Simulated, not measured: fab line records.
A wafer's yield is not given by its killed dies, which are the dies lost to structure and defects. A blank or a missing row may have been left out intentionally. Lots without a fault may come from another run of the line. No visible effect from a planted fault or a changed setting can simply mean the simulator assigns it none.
One fault through the eyes of 2 desks :: flow n5-finfet :: numbers are kept per desk, each desk with only its own; the story behind them comes last

THE TOOL OWNER'S DESK: rie-diel-01
The tool's own readings at N5_HKMG_FIN_ETCH_55 (etches SOC in N2/H2, target depth 240 nm, time 300 s): means of the sampled wafers that have a number, for each lot that ran on this tool. Any lot whose mean is over 4 standard deviations away from the usual mean is out of limits and marked OUT; that distance is given in the brackets.
Columns: A = drypump-motor-current-A at N5_HKMG_FIN_ETCH_55, usual 5.6 A; B = h2-flow-sccm at N5_HKMG_FIN_ETCH_55, usual 200.0 sccm; C = oes-product-au at N5_HKMG_FIN_ETCH_55, usual 0.79 a.u.; D = rf-fwd-power-W at N5_HKMG_FIN_ETCH_55, usual 838.1 W; E = rf-vpp-V at N5_HKMG_FIN_ETCH_55, usual 524.0 V; F = showerhead-plenum-p-Torr at N5_HKMG_FIN_ETCH_55, usual 2.55 Torr; G = throttle-valve-pct at N5_HKMG_FIN_ETCH_55, usual 17.86 %
lot: L656
first seen here: day 5 22:02
A: 6.0
B: 200.1
C: 0.79
D: 839.8
E: 521.4
F: 2.44
G: 17.59

lot: L657
first seen here: day 6 03:46
A: 5.5
B: 200.4
C: 0.79
D: 837.4
E: 521.4
F: 2.46
G: 17.86

lot: L660
first seen here: day 6 17:34
A: 5.5
B: 200.7
C: 0.78
D: 840.9
E: 522.0
F: 2.51
G: 17.94

lot: L662
first seen here: day 7 06:46
A: 5.5
B: 220.6 (+34) OUT
C: 0.80
D: 834.1
E: 522.4
F: 2.57
G: 18.60 (+4.1) OUT

lot: L663
first seen here: day 7 11:16
A: 5.7
B: 219.4 (+32) OUT
C: 0.79
D: 838.7
E: 522.3
F: 2.55
G: 18.49
This desk's finding: out of limits on L662, L663; first on L662, day 7 06:46 (h2-flow-sccm at N5_HKMG_FIN_ETCH_55). In limits: L656, L657, L660.

METROLOGY DESK
Means of the sampled wafers that have a number, per lot and without regard to the tool the lot ran on: this is what the gauges read. Any lot whose mean is over 4 standard deviations away from the usual mean is out of limits and marked OUT; that distance is given in the brackets.
Columns: A = cd-nm at N5_HKMG_FIN_CD_MEAS_49, usual 201.8 nm
lot: L649
first seen here: day 4 03:00
A: 201.6

lot: L653
first seen here: day 4 23:25
A: 200.9

lot: L655
first seen here: day 5 10:49
A: 201.8

lot: L656
first seen here: day 5 21:46
A: 202.2

lot: L657
first seen here: day 6 03:35
A: 201.7

lot: L658
first seen here: day 6 06:58
A: 201.7

lot: L660
first seen here: day 6 16:34
A: 202.5

lot: L662
first seen here: day 7 06:36
A: 201.9

lot: L663
first seen here: day 7 11:05
A: 201.5

lot: L666
first seen here: day 8 04:44
A: 201.7

lot: L667
first seen here: day 8 10:34
A: 202.7

lot: L668
first seen here: day 8 16:24
A: 203.0

lot: L671
first seen here: day 9 11:14
A: 201.3
Finding of this desk: none of the 13 lots has anything out of limits.

BROUGHT TOGETHER
An alarm could have come from the tool owner's desk at day 7 06:46, on L662, L663.
From the metrology desk's view, nothing was out of limits.
The metrology desk has L662, L663 on record, within its limits.
All the named lots went through N5_HKMG_FIN_ETCH_55 on rie-diel-01.

WHAT HAD BEEN PUT IN BY THE SIMULATOR
Process parameters drifting: rie-diel-01 at N5_HKMG_FIN_ETCH_55, beginning at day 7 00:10. Setting h2-flow-sccm, moved by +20, from 200. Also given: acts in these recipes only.
Lots struck among those shown: L662, L663.
Hours from the fault's start to each desk's first reading out of limits: the tool owner's desk, 7.
